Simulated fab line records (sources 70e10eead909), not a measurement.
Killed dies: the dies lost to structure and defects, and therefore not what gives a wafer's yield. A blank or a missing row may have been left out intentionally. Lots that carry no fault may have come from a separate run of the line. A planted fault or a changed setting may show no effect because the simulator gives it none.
fab line records | flow nand-harc
[record] lots = 13 | wafers = 38 | last-day = 24
route steps=1159 shown A_CONTACT@960 A_BLC@973
lots untouched by any fault: they come from a run of this same line in which no faults occurred
start-h: hours from the record's first day to the start of the lot's first wafer shown | wait-h: hours from the lot's prior step to this one | " the same as in the row above | L1.1+2: several wafers, shown together as one row | - either no value or no given start | * or withheld: withheld | < > ~ a bound
route shown NAME@n: NAME is a module with steps in the file, n the number in the route of the first one | usual: average and standard deviation across the fault-free wafers | same: alike in all rows | chamber/n: place in a boat | sites: per-site readings | _std_site: standard deviation of those values | _edge_site: outer sites' mean less inner sites' | radius-mm: how far each site lies from the wafer's centre | mask NAME#n: copy n | behind: the tool/chamber that last shaped the wafer | hold: why the lot was held/for how many hours/how that ended | device: the n, p or np transistor that did not switch | end of line: tests run on the same wafers once the route is complete | where a step has no rows: the recipe by itself | killed: dies that structure and defects cost at the first sort, which is not the same as the wafer's yield | map: the dies of a wafer, with x for killed, . for not killed, _ for no die there
set.NAME: setting as actually run; set.NAME@STEP: the setting as run at that earlier step | model.NAME: the simulator's own value behind a step, which no gauge read
steps of the route over a sample of lots; a table a step, a row a wafer
services: from which hour (start-h, from the record's first day; less than 0 if before it) a tool's chamber was out of use, for how many hours, and why
[[steps]]
[step NHARC_A_CONTACT_CMP_20]
[recipe] t-overpolish-s = 30 | target-thk-nm = 300
[usual] motor-current-A = 12.2/0.86 | overpolish-run-s = 30.000/0.0092 | slurry-filter-dp-kPa = 13.49/0.16 | time-to-endpoint-s = 60/3.7
lot.wafer | tool   | chamber | start-h | wait-h | motor-current-A | overpolish-run-s | slurry-filter-dp-kPa | time-to-endpoint-s
L780.3    | cmp-02 | 0       | 396.33  | 0.4    | 12.5            | 29.992           | 13.23                | 62
L780.4    | "      | 2       | "       | "      | 13.5            | 29.999           | 13.38                | 59
L780.6    | "      | 0       | "       | "      | 12.9            | 29.989           | 13.49                | 65
L782.3    | cmp-02 | 1       | 401.56  | 0.4    | 11.6            | 29.991           | 13.39                | 66
L782.2    | "      | 3       | "       | "      | 12.3            | 30.002           | 13.70                | 63
L782.6    | "      | 0       | "       | "      | 13.0            | 29.997           | 13.44                | 63
L783.1    | cmp-03 | 2       | 404.07  | 0.8    | 12.8            | 29.996           | 13.62                | 63
L783.4    | "      | 3       | "       | "      | 12.1            | 30.004           | 13.35                | 59
L783.6    | "      | 0       | "       | "      | 12.1            | 29.988           | 13.66                | 60
L786.3    | cmp-03 | 2       | 439.08  | 0.5    | 12.5            | 29.997           | 13.59                | 56
L786.2    | "      | 3       | "       | "      | 11.9            | 29.993           | 13.69                | 55
L786.5    | "      | 2       | "       | "      | 13.7            | 29.993           | 13.40                | 60
L787.1    | cmp-02 | 3       | 439.83  | 0.6    | 11.9            | 29.995           | 13.34                | 61
L787.2    | "      | 1       | "       | "      | 11.5            | 29.990           | 13.40                | 61
L787.5    | "      | 3       | "       | "      | 11.8            | 30.007           | 13.34                | 62
L788.4    | cmp-02 | 1       | 446.19  | 0.4    | 12.3            | 29.992           | 13.67                | 65
L788.2    | "      | 2       | "       | "      | 12.7            | 30.000           | 13.59                | 64
L788.1    | "      | 0       | "       | "      | 12.9            | 29.994           | 13.42                | 65
L785.3    | cmp-02 | 2       | 447.59  | 0.5    | 13.2            | 30.010           | 13.40                | 62
L785.4    | "      | 3       | "       | "      | 12.4            | 29.994           | 13.55                | 64
L785.6    | "      | 1       | "       | "      | 11.8            | 30.018           | 13.29                | 65
L789.4    | cmp-03 | 0       | 448.15  | 0.4    | 12.4            | 30.000           | 13.35                | 60
L789.1    | "      | 2       | "       | "      | 11.9            | 29.997           | 13.72                | 63
L789.5    | "      | 3       | "       | "      | 11.2            | 30.019           | 13.21                | 54
L790.4    | cmp-03 | 3       | 449.99  | 0.4    | 11.9            | 30.014           | 13.60                | 54
L790.3    | "      | 2       | "       | "      | 12.6            | 29.990           | 13.62                | 56
L790.6    | "      | 0       | "       | "      | 12.6            | 29.985           | 13.45                | 55
L797.3    | cmp-02 | 0       | 486.79  | 0.6    | 12.7            | 30.009           | 13.49                | 61
L797.6    | "      | 1       | "       | "      | 11.9            | 29.990           | 13.35                | 61
L800.4    | cmp-03 | 1       | 524.53  | 0.5    | 11.4            | 29.980           | 13.56                | 57
L800.1    | "      | 2       | "       | "      | 13.2            | 29.997           | 13.63                | 58
L800.2    | "      | 3       | "       | "      | 12.3            | 30.007           | 13.64                | 57
L801.4    | cmp-02 | 3       | 525.27  | 0.5    | 11.7            | 29.998           | 13.42                | 65
L801.2    | "      | 0       | "       | "      | 12.2            | 30.011           | 13.53                | 64
L801.3    | "      | 2       | "       | "      | 13.1            | 30.010           | 13.37                | 60
L803.4    | cmp-02 | 0       | 532.56  | 0.5    | 12.5            | 30.008           | 13.43                | 62
L803.6    | "      | 0       | "       | "      | 12.7            | 30.003           | 13.53                | 62
L803.5    | "      | 1       | "       | "      | 12.5            | 30.008           | 13.52                | 64
[step NHARC_A_BLC_DEVELOP_09]
[recipe] develop-time-s = 35 | dev-temp-c = 23
lot.wafer  | tool           | chamber | start-h | wait-h
L780.3+4+6 | litho-track-04 | 0       | 397     | -
L782.2+3+6 | litho-track-04 | 0       | 402     | -
L783.1+4+6 | litho-track-06 | 0       | 404     | -
L786.2+3+5 | litho-track-01 | 0       | 439     | -
L787.1+2+5 | litho-track-01 | 0       | 440     | -
L788.1+2+4 | litho-track-04 | 0       | 446     | -
L785.3+4+6 | litho-track-04 | 0       | 448     | -
L789.1+4+5 | litho-track-06 | 0       | 448     | -
L790.3+4+6 | litho-track-01 | 0       | 450     | -
L797.3+6   | litho-track-01 | 0       | 487     | -
L800.1+2+4 | litho-track-06 | 0       | 525     | -
L801.2+3+4 | litho-track-04 | 0       | 525     | -
L803.4+5+6 | litho-track-06 | 0       | 533     | -
[step NHARC_A_BLC_CD_MEAS_10]
[recipe] target-cd-nm = 100 | landing-energy-ev = 500
[usual] cd-nm = 99.9/0.51
lot.wafer | tool      | chamber | start-h | wait-h | cd-nm
L780.3    | cd-sem-02 | 0       | 397.09  | -      | 100.8
L780.4    | "         | 0       | "       | "      | 99.7
L780.6    | "         | 0       | "       | "      | 100.1
L782.2    | cd-sem-03 | 0       | 402.44  | -      | 100.4
L782.3    | "         | 0       | "       | "      | 100.6
L782.6    | "         | 0       | "       | "      | 100.3
L783.1    | cd-sem-03 | 0       | 404.94  | -      | 100.1
L783.4    | "         | 0       | "       | "      | 100.0
L783.6    | "         | 0       | "       | "      | 99.8
L786.2    | cd-sem-03 | 0       | 440.00  | -      | 99.4
L786.3    | "         | 0       | "       | "      | 99.8
L786.5    | "         | 0       | "       | "      | 99.8
L787.1    | cd-sem-02 | 0       | 440.74  | -      | 99.2
L787.2    | "         | 0       | "       | "      | 100.2
L787.5    | "         | 0       | "       | "      | 99.8
L788.1    | cd-sem-02 | 0       | 446.98  | -      | 100.4
L788.2    | "         | 0       | "       | "      | 99.8
L788.4    | "         | 0       | "       | "      | 99.8
L785.3    | cd-sem-01 | 0       | 448.50  | -      | 99.5
L785.4    | "         | 0       | "       | "      | 99.9
L785.6    | "         | 0       | "       | "      | 99.9
L789.1    | cd-sem-03 | 0       | 449.04  | -      | 100.3
L789.4    | "         | 0       | "       | "      | 100.6
L789.5    | "         | 0       | "       | "      | 100.5
L790.3    | cd-sem-02 | 0       | 450.92  | -      | 98.9
L790.4    | "         | 0       | "       | "      | 99.4
L790.6    | "         | 0       | "       | "      | 99.4
L797.3    | cd-sem-01 | 0       | 487.63  | -      | 98.0
L797.6    | "         | 0       | "       | "      | 99.8
L800.1    | cd-sem-01 | 0       | 525.30  | -      | 100.8
L800.2    | "         | 0       | "       | "      | 100.7
L800.4    | "         | 0       | "       | "      | 100.2
L801.2    | cd-sem-01 | 0       | 526.07  | -      | 100.3
L801.3    | "         | 0       | "       | "      | 99.3
L801.4    | "         | 0       | "       | "      | 100.1
L803.4    | cd-sem-03 | 0       | 533.48  | -      | 99.0
L803.5    | "         | 0       | "       | "      | 100.0
L803.6    | "         | 0       | "       | "      | 100.2
[step NHARC_A_BLC_CD_MEAS_19]
[usual] cd-nm = 99.9/2.1
lot.wafer | tool      | chamber | start-h | wait-h | cd-nm
L780.3    | cd-sem-02 | -       | 398.79  | -      | 99.2
L780.4    | "         | -       | "       | "      | 101.2
L780.6    | "         | -       | "       | "      | 97.8
L782.2    | cd-sem-02 | -       | 403.60  | -      | 101.6
L782.3    | "         | -       | "       | "      | 101.1
L782.6    | "         | -       | "       | "      | 101.7
L783.1    | cd-sem-01 | -       | 406.11  | -      | 99.8
L783.4    | "         | -       | "       | "      | 101.6
L783.6    | "         | -       | "       | "      | 102.5
L786.2    | cd-sem-03 | -       | 441.15  | -      | 97.3
L786.3    | "         | -       | "       | "      | 100.4
L786.5    | "         | -       | "       | "      | 100.4
L787.1    | cd-sem-02 | -       | 441.90  | -      | 95.7
L787.2    | "         | -       | "       | "      | 102.1
L787.5    | "         | -       | "       | "      | 98.5
L788.1    | cd-sem-02 | -       | 448.13  | -      | 99.8
L788.2    | "         | -       | "       | "      | 103.7
L788.4    | "         | -       | "       | "      | 100.6
L785.3    | cd-sem-01 | -       | 449.67  | -      | 98.8
L785.4    | "         | -       | "       | "      | 96.7
L785.6    | "         | -       | "       | "      | 98.5
L789.1    | cd-sem-02 | -       | 450.20  | -      | 99.3
L789.4    | "         | -       | "       | "      | 97.0
L789.5    | "         | -       | "       | "      | 96.6
L790.3    | cd-sem-03 | -       | 452.10  | -      | 96.4
L790.4    | "         | -       | "       | "      | 98.9
L790.6    | "         | -       | "       | "      | 96.0
L797.3    | cd-sem-01 | -       | 488.79  | -      | 99.3
L797.6    | "         | -       | "       | "      | 101.2
L800.1    | cd-sem-01 | -       | 526.46  | -      | 102.7
L800.2    | "         | -       | "       | "      | 101.7
L800.4    | "         | -       | "       | "      | 98.5
L801.2    | cd-sem-01 | -       | 527.40  | -      | 103.8
L801.3    | "         | -       | "       | "      | 96.9
L801.4    | "         | -       | "       | "      | 99.0
L803.4    | cd-sem-01 | -       | 534.63  | -      | 98.8
L803.5    | "         | -       | "       | "      | 100.1
L803.6    | "         | -       | "       | "      | 101.3
[step NHARC_A_BLC_STRIP_29]
[recipe] cf4-flow-sccm = 150 | ar-flow-sccm = 0 | bias-w = 0 | chemistry = CF4
[usual] drypump-motor-current-A = 5.9/0.33 | oes-product-au = 1.001/0.011 | rf-vpp-V = 59.6/0.97 | showerhead-plenum-p-Torr = 1.80/0.064 | throttle-valve-pct = 13.284/0.0097
lot.wafer | tool        | chamber | start-h | wait-h | drypump-motor-current-A | oes-product-au | rf-hours-counter-h | rf-vpp-V | showerhead-plenum-p-Torr | throttle-valve-pct
L780.4    | rie-diel-13 | 3       | 398.87  | 0.1    | 6.2                     | 0.998          | 14                 | 60.3     | 1.89                     | 13.271
L780.3    | "           | 0       | "       | "      | 5.6                     | 1.016          | 13                 | 57.4     | 1.72                     | 13.273
L780.6    | "           | 2       | "       | "      | 5.7                     | 0.994          | -                  | 60.0     | 1.75                     | 13.266
L782.2    | rie-diel-13 | 3       | 403.70  | 0.1    | 6.2                     | 1.004          | 14                 | 60.6     | 1.89                     | 13.296
L782.3    | "           | 0       | "       | "      | 5.7                     | 0.998          | 13                 | 58.4     | 1.72                     | 13.282
L782.6    | "           | 2       | "       | "      | 5.7                     | 0.996          | -                  | 59.6     | 1.75                     | 13.273
L783.4    | rie-diel-13 | 0       | 406.19  | 0.1    | 5.7                     | 1.014          | 13                 | 60.1     | 1.72                     | 13.281
L783.1    | "           | 1       | "       | "      | 5.7                     | 0.993          | 13                 | 59.8     | 1.86                     | 13.286
L783.6    | "           | 0       | "       | "      | 5.7                     | 1.016          | -                  | 58.2     | 1.72                     | 13.279
L786.2    | rie-diel-02 | 2       | 441.24  | 0.1    | 5.7                     | 0.988          | 11                 | 58.5     | 1.72                     | 13.297
L786.3    | "           | 1       | "       | "      | 6.4                     | 0.993          | 10                 | 61.0     | 1.73                     | 13.284
L786.5    | "           | 2       | "       | "      | 5.7                     | 0.991          | -                  | 59.4     | 1.72                     | 13.284
L787.2    | rie-diel-02 | 3       | 441.98  | 0.1    | 6.1                     | 1.011          | 11                 | 58.5     | 1.86                     | 13.274
L787.1    | "           | 0       | "       | "      | 5.8                     | 0.998          | 10                 | 59.0     | 1.87                     | 13.276
L787.5    | "           | 2       | "       | "      | 5.7                     | 0.984          | -                  | 59.8     | 1.72                     | 13.274
L788.2    | rie-diel-07 | 3       | 448.20  | 0.1    | 6.4                     | 0.998          | 16                 | 58.5     | 1.81                     | 13.279
L788.1    | "           | 1       | "       | "      | 5.7                     | 1.005          | 15                 | 59.5     | 1.83                     | 13.286
L788.4    | "           | 2       | "       | "      | 5.2                     | 1.012          | 15                 | 58.3     | 1.87                     | 13.280
L785.3    | rie-diel-02 | 3       | 449.75  | 0.1    | 6.1                     | 1.001          | 12                 | 58.8     | 1.86                     | 13.281
L785.4    | "           | 0       | "       | "      | 5.8                     | 0.982          | 11                 | 58.9     | 1.87                     | 13.289
L785.6    | "           | 3       | "       | "      | 6.1                     | 1.005          | -                  | 61.5     | 1.86                     | 13.292
L789.1    | rie-diel-02 | 3       | 450.28  | 0.1    | 6.1                     | 1.006          | 12                 | 59.9     | 1.86                     | 13.279
L789.4    | "           | 0       | "       | "      | 5.8                     | 0.995          | 11                 | 61.7     | 1.87                     | 13.288
L789.5    | "           | 3       | "       | "      | 6.1                     | 1.015          | -                  | 59.7     | 1.86                     | 13.287
L790.4    | rie-diel-02 | 0       | 452.17  | 0.1    | 5.8                     | 0.995          | 11                 | 60.1     | 1.87                     | 13.271
L790.3    | "           | 1       | "       | "      | 6.4                     | 0.997          | 11                 | 58.8     | 1.73                     | 13.275
L790.6    | "           | 0       | "       | "      | 5.8                     | 0.988          | -                  | 59.7     | 1.87                     | 13.303
L797.3    | rie-diel-13 | 2       | 488.87  | 0.1    | 5.7                     | 1.003          | 3                  | 59.3     | 1.75                     | 13.291
L797.6    | "           | 0       | "       | "      | 5.6                     | 1.022          | -                  | 60.2     | 1.72                     | 13.271
L800.1    | rie-diel-13 | 2       | 526.54  | 0.1    | 5.7                     | 0.997          | 8                  | 59.4     | 1.75                     | 13.288
L800.2    | "           | 3       | "       | "      | 6.2                     | 1.000          | 7                  | 59.7     | 1.88                     | 13.282
L800.4    | "           | 0       | "       | "      | 5.7                     | 1.036          | 7                  | 56.9     | 1.72                     | 13.272
L801.4    | rie-diel-02 | 3       | 527.48  | 0.1    | 6.1                     | 1.011          | 2                  | 60.7     | 1.86                     | 13.282
L801.3    | "           | 0       | "       | "      | 5.8                     | 1.002          | 2                  | 61.5     | 1.87                     | 13.271
L801.2    | "           | 1       | "       | "      | 6.4                     | 0.991          | 2                  | 58.4     | 1.72                     | 13.266
L803.4    | rie-diel-13 | 2       | 534.71  | 0.1    | 5.7                     | 0.995          | 9                  | 60.9     | 1.75                     | 13.294
L803.5    | "           | 1       | "       | "      | 5.7                     | 0.993          | -                  | 58.6     | 1.86                     | 13.267
L803.6    | "           | 2       | "       | "      | 5.7                     | 0.987          | -                  | 59.0     | 1.75                     | 13.294
[[services]]
tool           | chamber | start-h | hours | kind
cmp-02         | -       | 384.86  | 0.6   | repair
rie-diel-13    | 2       | 394.25  | 3.6   | repair
cmp-03         | -       | 396.31  | 0.9   | repair
cmp-03         | -       | 405.13  | 1.8   | repair
rie-diel-07    | -       | 405.48  | 9.0   | pm
cmp-02         | -       | 418.41  | 2.1   | repair
cmp-02         | -       | 422.50  | 4.0   | pm
cmp-02         | -       | 426.50  | -     | consumable-replace:conditioner
cmp-02         | -       | 426.50  | -     | consumable-replace:pad
litho-track-01 | -       | 443.00  | 7.0   | pm
cmp-03         | -       | 450.14  | 4.0   | pm
cmp-02         | -       | 452.79  | 3.0   | repair
rie-diel-13    | -       | 453.00  | 9.0   | pm
rie-diel-02    | 0       | 464.72  | 7.9   | repair
litho-track-06 | -       | 467.00  | 7.0   | pm
rie-diel-13    | 3       | 469.46  | 6.8   | repair
rie-diel-13    | 1       | 487.77  | 3.1   | repair
litho-track-04 | -       | 491.00  | 7.0   | pm
rie-diel-02    | 2       | 493.56  | 11.3  | repair
rie-diel-02    | -       | 504.71  | 9.0   | pm
cmp-02         | -       | 520.50  | 4.0   | pm
cmp-02         | -       | 524.50  | -     | consumable-replace:conditioner
cmp-02         | -       | 524.50  | -     | consumable-replace:pad
rie-diel-07    | 2       | 527.84  | 3.2   | repair
[[key]]
[first-sign] step = NHARC_A_BLC_CD_MEAS_10 | reading = cd-nm | direction = down | sigmas = 3.8 | usual = 99.9 | struck = 98.0
effect none on later readings
met-at NHARC_A_BLC_DEVELOP_09
struck-lots L797
struck-wafers L797.3
tester-left-out L797
not-acting-at NHARC_A_CONTACT_CMP_20,NHARC_A_BLC_CD_MEAS_19,NHARC_A_BLC_STRIP_29
onset-between 450 487
[fault] kind = process-parameter-drift | tool = litho-track-01 | chamber = - | onset-h = 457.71 | steps = NHARC_A_BLC_DEVELOP_09 | channel = develop-time-s | offset = * | shape = step | end-h = 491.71 | scope = struck-wafers-only | acts-in = * | stated = *
// tester-left-out: of these lots the tester's yield and bins aren't shown, on N5 and GAA mostly nor the transistor test; their killed dies are dies lost to structure and defects alone, not to doping, threshold or leakage, so they don't give the yield
